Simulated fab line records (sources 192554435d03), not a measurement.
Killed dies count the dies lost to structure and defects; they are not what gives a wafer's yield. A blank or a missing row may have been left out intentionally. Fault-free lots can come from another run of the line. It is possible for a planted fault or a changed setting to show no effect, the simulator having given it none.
fab line records	flow n5Finfet
record: lots: 7	wafers: 39
route steps=1938 shown WELL_APT@48 DUMMY_GATE@228 SD_EPI_N@288 SD_EPI_P@312 SD_ACTIVATION@330 GATE_CUT@477
startH: hours from the record's first day to the start of the lot's first wafer shown	waitH: time in hours since the lot's previous step	" identical to the entry in the row above	L1.1+2: one row covering several wafers at once	- value missing, or start not given	* or withheld: withheld	< > ~ a bound
route shown NAME@n: a module of which the file shows steps, and the number in the route of the first	usual: the fault-free wafers' mean and standard deviation	same: alike in all rows	chamber/n: place in a boat	sites: readings site by site	_std_site: standard deviation of those values	_edge_site: outer sites' mean less inner sites'	radiusMm: for every site, how far away it sits from the centre of the wafer	mask NAME#n: copy n	behind: the tool/chamber that last shaped the wafer	hold: what put the lot on hold/how long, in hours/how the hold closed	device: whichever transistor did not switch (one of n, p or np)	end of line: at the end of the route, the tests of the same wafers	a step with no rows: only its recipe	killed: not the wafer's yield, but the dies lost to structure and defects at the first sort	map: dies across one wafer; x = killed, . = not, _ = none there
set.NAME: the run value of the setting; set.NAME@STEP: its run value at that earlier step	model.NAME: the simulator's own value behind a step, which no gauge read
lots whose settings were changed on purpose; a table a step, a row a wafer
== steps ==
step: N5_WELL_APT_IMPLANT_32
recipe: species: BF2	energyKev: 50	doseCm2: 2e+13	tiltDeg: 0	rotationDeg: 0
lot.wafer	tool	chamber	startH	waitH	set.energyKev	model.implant.rpNm	model.implant.drpNm
L075.4+5+6	implanter-02	0	21.39	0.1	50	38.17	18.55
L077.1+3+4	implanter-02	0	33.39	0.1	44.61	34.64	17.12
L077.2+5+6	"	0	"	"	50	38.77	18.55
L078.1+2+3+4+5+6	implanter-01	0	39.18	0.1	50	37.56	18.55
L083.1+2+5	implanter-02	0	69.28	0.1	54.89	41.33	19.86
L083.3+4+6	"	0	"	"	50	37.68	18.55
L086.1+2+3+4+5+6	implanter-02	0	87.72	0.1	50	37.68	18.55
L091.1+5+6	implanter-01	0	117.59	0.1	53.38	40.5	19.45
L091.2+3+4	"	0	"	"	50	37.96	18.55
L096.1+2+6	implanter-01	0	147.47	0.1	50	36.47	18.55
L096.3+4+5	"	0	"	"	54.22	39.52	19.68
step: N5_DUMMY_GATE_EXPOSE_12
recipe: maskId: GATE	na: 0.33	sourceShape: annular	sigmaInner: 0.2	sigmaOuter: 0.6	polarization: unpolarized	targetCdNm: 25	doseMj: 34
lot.wafer	tool	chamber	startH	waitH	mask	set.doseMj
L075.4+5+6	euvScanner-01	0	51.29	-	GATE#0	34
L077.1+4+6	euvScanner-01	0	64.86	-	GATE#0	32.57
L077.2+3+5	"	0	"	"	GATE#0	34
L078.1+2+3+4+5+6	euvScanner-01	0	72.29	-	GATE#0	34
L083.1+2+3+4+5+6	euvScanner-01	0	101.67	-	GATE#0	34
L086.1+2+5	euvScanner-02	0	119.54	-	GATE#0	34
L086.3+4+6	"	0	"	"	GATE#0	33.12
L091.1+2+5	euvScanner-02	0	148.02	-	GATE#0	35.59
L091.3+4+6	"	0	"	"	GATE#0	34
L096.1+4+6	euvScanner-01	0	179.27	-	GATE#0	34
L096.2+3+5	"	0	"	"	GATE#0	36.48
step: N5_DUMMY_GATE_PEB_13
recipe: pebTempC: 100	pebTimeS: 60	resist: CAR-EUV
step: N5_DUMMY_GATE_DEVELOP_14
recipe: developTimeS: 30	developer: TMAH	resist: CAR-EUV	rinseLiquid: surfactantRinse	dry: airSpin	devTempC: 23
step: N5_DUMMY_GATE_CD_MEAS_15
recipe: targetCdNm: 25.8	landingEnergyEv: 500	detector: seInlens
usual: cdNm: 25.04/0.21
lot.wafer	tool	chamber	startH	waitH	set.doseMj@DUMMY_GATE_EXPOSE_12	cdNm
L075.4	cdSem-03	0	51.41	-	34	25.39
L075.5	"	0	"	"	34	25.14
L075.6	"	0	"	"	34	25.14
L077.1	cdSem-03	0	64.99	-	32.57	25.89
L077.2	"	0	"	"	34	24.91
L077.3	"	0	"	"	34	24.99
L077.4	"	0	"	"	32.57	25.82
L077.5	"	0	"	"	34	24.69
L077.6	"	0	"	"	32.57	25.32
L078.1	cdSem-03	0	72.42	-	34	25.19
L078.2	"	0	"	"	34	25.66
L078.3	"	0	"	"	34	25.21
L078.4	"	0	"	"	34	25.06
L078.5	"	0	"	"	34	25.35
L078.6	"	0	"	"	34	24.75
L083.1	cdSem-03	0	101.80	-	34	25.12
L083.2	"	0	"	"	34	24.88
L083.3	"	0	"	"	34	25.24
L083.4	"	0	"	"	34	24.79
L083.5	"	0	"	"	34	25.06
L083.6	"	0	"	"	34	25.16
L086.1	cdSem-03	0	119.67	-	34	25.03
L086.2	"	0	"	"	34	25.13
L086.3	"	0	"	"	33.12	26.04
L086.4	"	0	"	"	33.12	25.35
L086.5	"	0	"	"	34	25.49
L086.6	"	0	"	"	33.12	25.68
L091.1	cdSem-02	0	148.14	-	35.59	24.19
L091.2	"	0	"	"	35.59	24.35
L091.3	"	0	"	"	34	24.88
L091.4	"	0	"	"	34	24.95
L091.5	"	0	"	"	35.59	24.04
L091.6	"	0	"	"	34	25.14
L096.1	cdSem-02	0	179.40	-	34	24.73
L096.2	"	0	"	"	36.48	23.66
L096.3	"	0	"	"	36.48	23.64
L096.4	"	0	"	"	34	25.13
L096.5	"	0	"	"	36.48	23.92
L096.6	"	0	"	"	34	25.00
step: N5_DUMMY_GATE_ETCH_37
recipe: chemistry: N2/H2	target: SOC	targetDepthA: 600	overetchA: 300	tempC: 40	ionEnergyEv: 200	pressureMtorr: 30	sourceW: 840	biasW: 150	n2FlowSccm: 200	h2FlowSccm: 200
usual: rfVppV: 524.5/2.5
lot.wafer	tool	chamber	startH	waitH	set.sourceW	rfVppV
L075.4	rieDiel-05	3	51.72	0.0	840	522.1
L075.5	"	2	"	"	840	520.4
L075.6	"	1	"	"	840	526.7
L077.1	rieDiel-02	0	65.27	0.0	840	520.6
L077.2	"	3	"	"	840	527.8
L077.3	"	2	"	"	840	524.4
L077.4	"	3	"	"	840	526.1
L077.5	"	2	"	"	840	524.5
L077.6	"	0	"	"	840	519.9
L078.1	rieDiel-02	1	72.71	0.0	759.4	543.6
L078.2	"	3	"	"	840	527.3
L078.3	"	2	"	"	759.4	542.9
L078.4	"	3	"	"	840	527.0
L078.5	"	2	"	"	759.4	541.9
L078.6	"	1	"	"	840	523.8
L083.1	rieDiel-03	0	102.07	0.0	895.1	513.9
L083.2	"	1	"	"	895.1	513.9
L083.3	"	3	"	"	895.1	512.4
L083.4	"	2	"	"	840	525.4
L083.5	"	3	"	"	840	523.8
L083.6	"	0	"	"	840	522.8
L086.1	rieDiel-02	1	120.20	0.0	840	525.5
L086.2	"	0	"	"	840	529.5
L086.3	"	3	"	"	840	527.1
L086.4	"	2	"	"	793.6	533.6
L086.5	"	1	"	"	793.6	534.2
L086.6	"	0	"	"	793.6	537.3
L091.1	rieDiel-02	0	148.42	0.0	840	528.3
L091.2	"	1	"	"	706.9	556.0
L091.3	"	2	"	"	706.9	554.2
L091.4	"	3	"	"	840	527.8
L091.5	"	0	"	"	706.9	559.9
L091.6	"	3	"	"	840	527.1
L096.1	rieDiel-02	2	179.68	0.0	840	524.8
L096.2	"	1	"	"	840	524.1
L096.3	"	0	"	"	840	528.6
L096.4	"	3	"	"	840	527.4
L096.5	"	3	"	"	840	526.7
L096.6	"	2	"	"	840	522.6
step: N5_DUMMY_GATE_STRIP_38
recipe: chemistry: N2/H2	tempC: 40	n2FlowSccm: 200	h2FlowSccm: 200	rfFrequencyHz: 6e+07
step: N5_DUMMY_GATE_STRIP_39
recipe: chemistry: N2/H2	tempC: 40	n2FlowSccm: 200	h2FlowSccm: 200	rfFrequencyHz: 6e+07
step: N5_DUMMY_GATE_TRIM_49
recipe: chemistry: O2	resist: SOC	timeS: 29	targetCdNm: 14	sourcePowerW: 300	biasPowerW: 0	O2_flow_sccm: 100	tempC: 20
lot.wafer	tool	chamber	startH	waitH	set.doseMj@DUMMY_GATE_EXPOSE_12	model.DUMMY_GATE.cdNm
L075.4	rieSi-03	3	51.78	0.0	34	14.2
L075.5	"	2	"	"	34	14.4
L075.6	"	1	"	"	34	14
L077.1	rieSi-03	0	65.35	0.0	32.57	15
L077.2	"	3	"	"	34	14.2
L077.3	"	2	"	"	34	14.4
L077.4	"	2	"	"	32.57	14.8
L077.5	"	0	"	"	34	13.8
L077.6	"	3	"	"	32.57	15.4
L078.1+3+6	rieSi-03	0,1,2	72.79	0.0	34	14.2
L078.2+5	"	3	"	"	34	14.4
L078.4	"	2	"	"	34	14
L083.1+3	rieSi-01	2,1	102.16	0.0	34	14
L083.2	"	3	"	"	34	13.6
L083.4+6	"	0,3	"	"	34	14.2
L083.5	"	2	"	"	34	13.8
L086.1	rieSi-05	0	120.29	0.0	34	13.8
L086.2	"	1	"	"	34	14.2
L086.3	"	2	"	"	33.12	14.6
L086.4+6	"	3	"	"	33.12	14.8
L086.5	"	0	"	"	34	14
L091.1	rieSi-01	0	148.50	0.0	35.59	13.4
L091.2	"	3	"	"	35.59	13.2
L091.3	"	2	"	"	34	14.2
L091.4	"	1	"	"	34	14
L091.5	"	1	"	"	35.59	13.6
L091.6	"	0	"	"	34	14.4
L096.1+4+6	rieSi-03	0,1,2	179.76	0.0	34	14.2
L096.2	"	2	"	"	36.48	13.2
L096.3+5	"	3,1	"	"	36.48	13
step: N5_DUMMY_GATE_STRIP_40
recipe: chemistry: CF4	resist: SiARC	powerW: 300	biasPowerW: 75	pressureMtorr: 50	cf4FlowSccm: 150	rfFrequencyHz: 6e+07
step: N5_DUMMY_GATE_CD_MEAS_50
recipe: targetCdNm: 14
usual: cdNm: 14.05/0.27
lot.wafer	tool	chamber	startH	waitH	set.doseMj@DUMMY_GATE_EXPOSE_12	cdNm
L075.4	cdSem-03	-	52.01	0.0	34	14.09
L075.5	"	-	"	"	34	14.46
L075.6	"	-	"	"	34	13.81
L077.1	cdSem-03	-	65.50	0.0	32.57	15.14
L077.2	"	-	"	"	34	14.03
L077.3	"	-	"	"	34	14.72
L077.4	"	-	"	"	32.57	14.87
L077.5	"	-	"	"	34	13.79
L077.6	"	-	"	"	32.57	15.17
L078.1	cdSem-03	-	73.15	0.0	34	14.14
L078.2	"	-	"	"	34	13.97
L078.3	"	-	"	"	34	14.30
L078.4	"	-	"	"	34	14.18
L078.5	"	-	"	"	34	13.94
L078.6	"	-	"	"	34	14.22
L083.1	cdSem-02	-	102.30	0.0	34	13.74
L083.2	"	-	"	"	34	14.04
L083.3	"	-	"	"	34	13.72
L083.4	"	-	"	"	34	13.73
L083.5	"	-	"	"	34	14.02
L083.6	"	-	"	"	34	14.08
L086.1	cdSem-02	-	120.43	0.0	34	13.70
L086.2	"	-	"	"	34	14.38
L086.3	"	-	"	"	33.12	14.59
L086.4	"	-	"	"	33.12	15.06
L086.5	"	-	"	"	34	14.12
L086.6	"	-	"	"	33.12	14.76
L091.1	cdSem-03	-	148.65	0.0	35.59	13.11
L091.2	"	-	"	"	35.59	13.39
L091.3	"	-	"	"	34	14.21
L091.4	"	-	"	"	34	13.92
L091.5	"	-	"	"	35.59	13.68
L091.6	"	-	"	"	34	14.21
L096.1	cdSem-03	-	179.91	0.0	34	14.47
L096.2	"	-	"	"	36.48	13.15
L096.3	"	-	"	"	36.48	12.67
L096.4	"	-	"	"	34	14.43
L096.5	"	-	"	"	36.48	12.80
L096.6	"	-	"	"	34	14.06
step: N5_SD_EPI_N_EPI_21
recipe: material: Si:P	dopant: P	tempC: 680	pressureTorr: 255	timeS: 690
lot.wafer	tool	chamber	startH	waitH	set.epiGrowthTimeS	model.Si-P_of_SD_EPI_N_EPI_21.thkNm
L075.4	epiRpcvd-02	0	56.96	1.2	690	59.4
L075.5	"	0	"	"	690	58.8
L075.6	"	0	"	"	690	58.6
L077.1	epiRpcvd-03	0	69.37	0.2	690	59.4
L077.2	"	0	"	"	690	59
L077.3	"	0	"	"	690	59.6
L077.4	"	0	"	"	731.2	61.8
L077.5	"	0	"	"	731.2	62.2
L077.6	"	0	"	"	731.2	61.6
L078.1	epiRpcvd-03	0	77.50	0.3	690	59.6
L078.2	"	0	"	"	767	63.8
L078.3+4	"	0	"	"	690	60.4
L078.5	"	0	"	"	767	63.6
L078.6	"	0	"	"	767	64
L083.1	epiRpcvd-01	0	106.45	0.2	690	59.4
L083.2	"	0	"	"	690	58.8
L083.3+6	"	0	"	"	635.2	55.6
L083.4	"	0	"	"	690	58.2
L083.5	"	0	"	"	635.2	56.2
L086.1+5	epiRpcvd-01	0	124.87	0.2	690	60.4
L086.2+3	"	0	"	"	659.4	59
L086.4	"	0	"	"	690	59.4
L086.6	"	0	"	"	659.4	59.2
L091.1+4	epiRpcvd-02	0	152.09	0.1	690	59.2
L091.2	"	0	"	"	690	59
L091.3+5	"	0	"	"	690	58.6
L091.6	"	0	"	"	690	58.8
L096.1+2+5+6	epiRpcvd-03	0	184.76	0.2	690	59.4
L096.3	"	0	"	"	690	59.8
L096.4	"	0	"	"	690	59.2
step: N5_SD_EPI_P_ETCH_16
recipe: chemistry: CHF3/O2	target: SiO2	targetDepthA: 50	maskMaterial: SOC	pressureMtorr: 30	sourceW: 650	biasW: 170	Ar_flow_sccm: 200	CHF3_flow_sccm: 50	O2_flow_sccm: 5	ionEnergyEv: 200
lot.wafer	tool	chamber	startH	waitH	set.targetDepthA	model.etch.depthNm
L075.4	rieDiel-03	0	59.97	0.1	50	4.97
L075.5	"	1	"	"	50	5.017
L075.6	"	0	"	"	50	4.997
L077.1	rieDiel-05	0	73.18	0.1	50	5.006
L077.2	"	1	"	"	50	4.907
L077.3	"	2	"	"	50	5.017
L077.4	"	3	"	"	50	5.107
L077.5	"	0	"	"	50	5.009
L077.6	"	1	"	"	50	4.936
L078.1	rieDiel-03	1	82.33	0.1	50	5.007
L078.2	"	0	"	"	50	5.026
L078.3	"	3	"	"	50	4.93
L078.4	"	2	"	"	50	4.878
L078.5	"	1	"	"	50	5.014
L078.6	"	0	"	"	50	4.995
L083.1	rieDiel-05	0	110.55	0.1	50	5.009
L083.2	"	2	"	"	50	5.03
L083.3	"	1	"	"	50	4.913
L083.4	"	3	"	"	50	5.09
L083.5	"	1	"	"	50	4.902
L083.6	"	2	"	"	50	4.999
L086.1	rieDiel-03	1	129.02	0.1	50	5.015
L086.2	"	2	"	"	45.39	4.48
L086.3	"	3	"	"	45.39	4.53
L086.4	"	0	"	"	50	5.006
L086.5	"	0	"	"	45.39	4.567
L086.6	"	1	"	"	50	5.019
L091.1	rieDiel-03	1	155.95	0.1	50	5.014
L091.2	"	0	"	"	50	5.061
L091.3	"	3	"	"	50	4.947
L091.4	"	0	"	"	54.5	5.496
L091.5	"	3	"	"	54.5	5.401
L091.6	"	1	"	"	54.5	5.466
L096.1	rieDiel-03	1	189.26	0.1	54.55	5.492
L096.2	"	2	"	"	54.55	5.446
L096.3	"	3	"	"	50	4.931
L096.4	"	0	"	"	54.55	5.498
L096.5	"	3	"	"	50	4.89
L096.6	"	0	"	"	50	4.963
step: N5_SD_EPI_P_STRIP_50
recipe: chemistry: CHF3/O2	resist: SiARC	rfFrequencyHz: 6e+07
step: N5_SD_EPI_P_SD_RECESS_17
recipe: chemistry: HBr/Cl2/O2	targetDepthA: 391	btTimeS: 3	pressureMtorr: 10	icpW: 800	biasW: 112	HBr_flow_sccm: 150	Cl2_flow_sccm: 80	O2_flow_sccm: 12
step: N5_SD_EPI_P_HM_STRIP_48
recipe: chemistry: H3PO4	tempC: 160	material: SiNx	target: SiNx	targetDepthA: 30	overetchFraction: 0.3
step: N5_SD_EPI_P_SRD_49
recipe: dry: ipaMarangoni	timeS: 30	tempC: 23	rinseLiquid: diw
step: N5_SD_EPI_P_PRECLEAN_24
recipe: chemistry: O3/DIW	timeS: 45	tempC: 22	o3Ppm: 10
lot.wafer	tool	chamber	startH	waitH	set.epiGrowthTimeS@SD_EPI_N_EPI_21	model.Si-P_of_SD_EPI_N_EPI_21.thkNm
L075.4	wetBench-06	3	63.85	0.0	690	58.6
L075.5	"	2	"	"	690	58
L075.6	"	5	"	"	690	57.8
L077.1	wetBench-04	2	78.17	0.0	690	58.6
L077.2	"	5	"	"	690	58
L077.3	"	3	"	"	690	58.8
L077.4	"	0	"	"	731.2	61
L077.5	"	1	"	"	731.2	61.4
L077.6	"	4	"	"	731.2	60.8
L078.1	wetBench-04	0	86.21	0.0	690	58.8
L078.2+6	"	2,7	"	"	767	63
L078.3+4	"	3,1	"	"	690	59.6
L078.5	"	4	"	"	767	62.8
L083.1	wetBench-02	4	114.43	0.0	690	58.4
L083.2	"	1	"	"	690	58
L083.3+6	"	0,3	"	"	635.2	54.8
L083.4	"	7	"	"	690	57.4
L083.5	"	2	"	"	635.2	55.4
L086.1+5	wetBench-02	4,3	134.02	0.0	690	59.6
L086.2+3	"	0,1	"	"	659.4	58.2
L086.4	"	7	"	"	690	58.6
L086.6	"	2	"	"	659.4	58.4
L091.1+4	wetBench-04	3,1	160.19	0.0	690	58.4
L091.2	"	2	"	"	690	58.2
L091.3+5	"	4,5	"	"	690	57.8
L091.6	"	6	"	"	690	58
L096.1+2+5+6	wetBench-02	0,3,2,7	192.29	0.0	690	58.6
L096.3	"	4	"	"	690	59
L096.4	"	1	"	"	690	58.4
step: N5_SD_EPI_P_PRECLEAN_32
recipe: chemistry: dHF	timeS: 10	dilution: 500:1	tempC: 25
step: N5_SD_EPI_P_PRECLEAN_33
recipe: chemistry: SC2	timeS: 45	tempC: 35	mix: 1:1:50
step: N5_SD_ACTIVATION_RTA_00
recipe: tempC: 975	timeS: 0	ambient: N2	idleTempC: 600	rampUpCPerS: 150	rampDownCPerS: 60	coolToC: 600
step: N5_SD_ACTIVATION_LSA_01
recipe: tempC: 1080	timeS: 0.0008	ambient: N2
step: N5_SD_ACTIVATION_RS_MEAS_03
recipe: thkMeasGauge: four-point-probe
usual: RS_SD_N: 21.79/0.27	RS_SD_P: 55.7/0.83
lot.wafer	tool	chamber	startH	waitH	set.epiGrowthTimeS@SD_EPI_N_EPI_21	RS_SD_N[ohm/sq]	RS_SD_P[ohm/sq]
L075.4	filmMetro-02	-	64.63	0.1	690	21.63	54.9
L075.5	"	-	"	"	690	21.98	56.0
L075.6	"	-	"	"	690	22.02	55.0
L077.1	filmMetro-02	-	78.72	0.2	690	21.95	56.1
L077.2	"	-	"	"	690	22.09	56.0
L077.3	"	-	"	"	690	21.58	56.7
L077.4	"	-	"	"	731.2	20.83	56.7
L077.5	"	-	"	"	731.2	20.81	56.7
L077.6	"	-	"	"	731.2	20.92	56.9
L078.1	filmMetro-01	-	86.72	0.2	690	21.43	56.4
L078.2	"	-	"	"	767	19.95	56.6
L078.3	"	-	"	"	690	21.44	56.2
L078.4	"	-	"	"	690	21.47	55.3
L078.5	"	-	"	"	767	20.18	55.3
L078.6	"	-	"	"	767	20.19	55.5
L083.1	filmMetro-02	-	114.94	0.2	690	21.68	55.1
L083.2	"	-	"	"	690	21.98	55.0
L083.3	"	-	"	"	635.2	23.37	55.6
L083.4	"	-	"	"	690	22.29	55.0
L083.5	"	-	"	"	635.2	23.07	56.1
L083.6	"	-	"	"	635.2	23.31	55.9
L086.1	filmMetro-02	-	134.53	0.2	690	21.67	54.7
L086.2	"	-	"	"	659.4	22.00	56.0
L086.3	"	-	"	"	659.4	21.86	55.4
L086.4	"	-	"	"	690	21.70	55.2
L086.5	"	-	"	"	690	21.60	54.3
L086.6	"	-	"	"	659.4	22.00	55.1
L091.1	filmMetro-02	-	160.70	0.2	690	21.92	54.7
L091.2	"	-	"	"	690	21.81	54.9
L091.3	"	-	"	"	690	22.09	54.6
L091.4	"	-	"	"	690	21.72	54.3
L091.5	"	-	"	"	690	22.02	54.8
L091.6	"	-	"	"	690	22.02	55.1
L096.1	filmMetro-02	-	193.09	0.2	690	21.58	56.1
L096.2	"	-	"	"	690	21.72	55.5
L096.3	"	-	"	"	690	21.62	56.5
L096.4	"	-	"	"	690	21.93	55.0
L096.5	"	-	"	"	690	21.52	55.2
L096.6	"	-	"	"	690	21.57	55.3
step: N5_GATE_CUT_HM_DEP_46
recipe: material: SiO2	targetThkA: 1300	tempC: 400	precursor: TEOS/O2	pressureTorr: 6.5	rfW: 900	teosFlowSccm: 161.4	gas: O2	flowSccm: 2650	timeS: 26.6
lot.wafer	tool	chamber	startH	waitH	set.targetThkA	model.SiO2_of_GATE_CUT_HM_DEP_46.thkNm
L075.4	pecvd-01	1	89.41	0.1	1300	133
L075.5	"	2	"	"	1300	129.6
L075.6	"	0	"	"	1300	132.2
L077.1	pecvd-03	0	104.30	0.0	1435	142.2
L077.2	"	2	"	"	1300	128
L077.3	"	1	"	"	1435	141.2
L077.4	"	2	"	"	1300	129.8
L077.5	"	0	"	"	1435	145.2
L077.6	"	1	"	"	1300	130.2
L078.1	pecvd-02	1	111.16	0.0	1377	136.6
L078.2	"	2	"	"	1377	136.4
L078.3	"	0	"	"	1300	129.2
L078.4	"	1	"	"	1377	138.4
L078.5	"	2	"	"	1300	131.4
L078.6	"	0	"	"	1300	131.2
L083.1	pecvd-03	2	140.12	0.0	1300	129.8
L083.2	"	1	"	"	1300	130
L083.3	"	0	"	"	1206	120.8
L083.4	"	1	"	"	1206	123
L083.5	"	0	"	"	1206	122
L083.6	"	2	"	"	1300	130.6
L086.1	pecvd-03	2	159.61	0.0	1300	127
L086.2	"	0	"	"	1300	128.6
L086.3+5+6	"	1,0,2	"	"	1300	130
L086.4	"	1	"	"	1300	131.2
L091.1	pecvd-03	0	185.05	0.0	1462	146.8
L091.2	"	1	"	"	1300	131.6
L091.3	"	2	"	"	1462	146.2
L091.4	"	1	"	"	1462	151.6
L091.5	"	0	"	"	1300	134
L091.6	"	2	"	"	1300	133.4
L096.1	pecvd-03	1	218.16	0.0	1355	136
L096.2	"	0	"	"	1355	135.2
L096.3	"	2	"	"	1355	134.8
L096.4	"	0	"	"	1300	132
L096.5	"	2	"	"	1300	131
L096.6	"	1	"	"	1300	131.6
== key ==
split: step: N5_WELL_APT_IMPLANT_32	setting: energyKev	stated: 50	by: wafer
response: step: N5_WELL_APT_IMPLANT_32	reading: model.implant.rpNm	change: +0.374	per: 1%	r: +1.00
response: step: N5_WELL_APT_IMPLANT_32	reading: model.implant.drpNm	change: +0.133	per: 1%	r: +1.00
split: step: N5_DUMMY_GATE_EXPOSE_12	setting: doseMj	stated: 34	by: wafer
response: step: N5_DUMMY_GATE_CD_MEAS_15	reading: cdNm	change: -0.173	per: 1%	r: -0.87
response: step: N5_DUMMY_GATE_TRIM_49	reading: model.DUMMY_GATE.cdNm	change: -0.179	per: 1%	r: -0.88
response: step: N5_DUMMY_GATE_CD_MEAS_50	reading: cdNm	change: -0.196	per: 1%	r: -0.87
split: step: N5_DUMMY_GATE_ETCH_37	setting: sourceW	stated: 840	by: wafer
response: step: N5_DUMMY_GATE_ETCH_37	reading: rfVppV	change: -1.76	per: 1%	r: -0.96
split: step: N5_SD_EPI_N_EPI_21	setting: epiGrowthTimeS	stated: 690	by: wafer
response: step: N5_SD_EPI_N_EPI_21	reading: model.Si-P_of_SD_EPI_N_EPI_21.thkNm	change: +0.347	per: 1%	r: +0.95
response: step: N5_SD_EPI_P_PRECLEAN_24	reading: model.Si-P_of_SD_EPI_N_EPI_21.thkNm	change: +0.343	per: 1%	r: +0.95
response: step: N5_SD_ACTIVATION_RS_MEAS_03	reading: RS_SD_N	change: -0.133	per: 1%	r: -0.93
split: step: N5_SD_EPI_P_ETCH_16	setting: targetDepthA	stated: 50	by: wafer
response: step: N5_SD_EPI_P_ETCH_16	reading: model.etch.depthNm	change: +0.0544	per: 1%	r: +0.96
split: step: N5_GATE_CUT_HM_DEP_46	setting: targetThkA	stated: 1300	by: wafer
response: step: N5_GATE_CUT_HM_DEP_46	reading: model.SiO2_of_GATE_CUT_HM_DEP_46.thkNm	change: +1.21	per: 1%	r: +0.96
